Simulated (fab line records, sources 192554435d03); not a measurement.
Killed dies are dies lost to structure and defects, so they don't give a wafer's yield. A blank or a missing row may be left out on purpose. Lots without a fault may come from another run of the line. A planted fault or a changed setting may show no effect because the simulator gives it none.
One fault seen from 3 desks | flow n5_finfet | each desk has only its own numbers; what lay behind them comes last

THE DEFECT DESK
What the inspections along the route counted, lot by lot: means of the sampled wafers that have a number. A lot is out of limits, marked OUT, if its mean lies more than 4 standard deviations from the usual mean; the brackets give that distance.
Columns: A = raw_defect_count at N5_BEOL_M5_INSPECT_30, usual 425
lot  | first seen here | A
L245 | day 9 09:50     | 507
L246 | day 10 10:14    | 451
L249 | day 10 10:19    | 385
L248 | day 10 19:20    | 361
L250 | day 11 05:08    | 430
L253 | day 11 15:44    | 433
L252 | day 11 22:13    | 525
L255 | day 12 11:46    | 421
L256 | day 12 18:13    | 318
L258 | day 13 07:08    | 406
L257 | day 13 17:47    | 540
L267 | day 15 08:19    | 318
This desk's finding: nothing out of limits on any of the 12 lots.

THE TOOL OWNER'S DESK: litho_track-03
The tool's own readings at N5_BEOL_M5_COAT_66 (time 60 s, resist thk 12 nm): means of the sampled wafers that have a number, for each lot that ran on this tool. A lot is out of limits, marked OUT, if its mean lies more than 4 standard deviations from the usual mean; the brackets give that distance.
Columns: A = spin_speed_rpm at N5_BEOL_M5_COAT_66, usual 1500.0 rpm
lot  | first seen here | A
L249 | day 10 09:55    | 1500.0
L255 | day 12 11:16    | 1500.2
L256 | day 12 17:51    | 1500.7
L258 | day 13 06:31    | 1217.1 (-99 or more) OUT
L257 | day 13 17:14    | 1217.6 (-99 or more) OUT
This desk's finding: out of limits on L257, L258; first on L258, day 13 06:31 (spin_speed_rpm at N5_BEOL_M5_COAT_66). In limits: L249, L255, L256.

THE METROLOGY DESK
What the gauges read, lot by lot, whatever tool the lot ran on: means of the sampled wafers that have a number. A lot is out of limits, marked OUT, if its mean lies more than 4 standard deviations from the usual mean; the brackets give that distance.
Columns: A = cd_nm at N5_BEOL_M5_CD_MEAS_28, usual 30.49 nm
lot  | first seen here | A
L245 | day 9 09:31     | 30.37
L246 | day 10 10:08    | 30.74
L249 | day 10 10:14    | 30.54
L248 | day 10 19:14    | 30.34
L250 | day 11 05:03    | 30.65
L253 | day 11 15:39    | 30.32
L252 | day 11 22:08    | 30.36
L255 | day 12 11:40    | 30.34
L256 | day 12 18:07    | 30.33
L258 | day 13 07:02    | 30.56
L257 | day 13 17:41    | 30.95
L267 | day 15 08:14    | 30.50
This desk's finding: nothing out of limits on any of the 12 lots.

PUT TOGETHER
The tool owner's desk could have raised an alarm at day 13 06:31, on L257, L258.
The defect desk saw nothing out of limits.
The metrology desk saw nothing out of limits.
The defect desk has L257, L258 on record, within its limits.
The metrology desk has L257, L258 on record, within its limits.
Of the lots named, all ran N5_BEOL_M5_COAT_66 on litho_track-03.

WHAT THE SIMULATOR HAD PUT IN
Process parameter drift: litho_track-03, from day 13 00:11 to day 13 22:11, at N5_BEOL_M5_COAT_66. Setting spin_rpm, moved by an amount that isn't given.
Lots struck among those shown: L257, L258.
Hours from the fault's start to each desk's first reading out of limits: the tool owner's desk, 6.
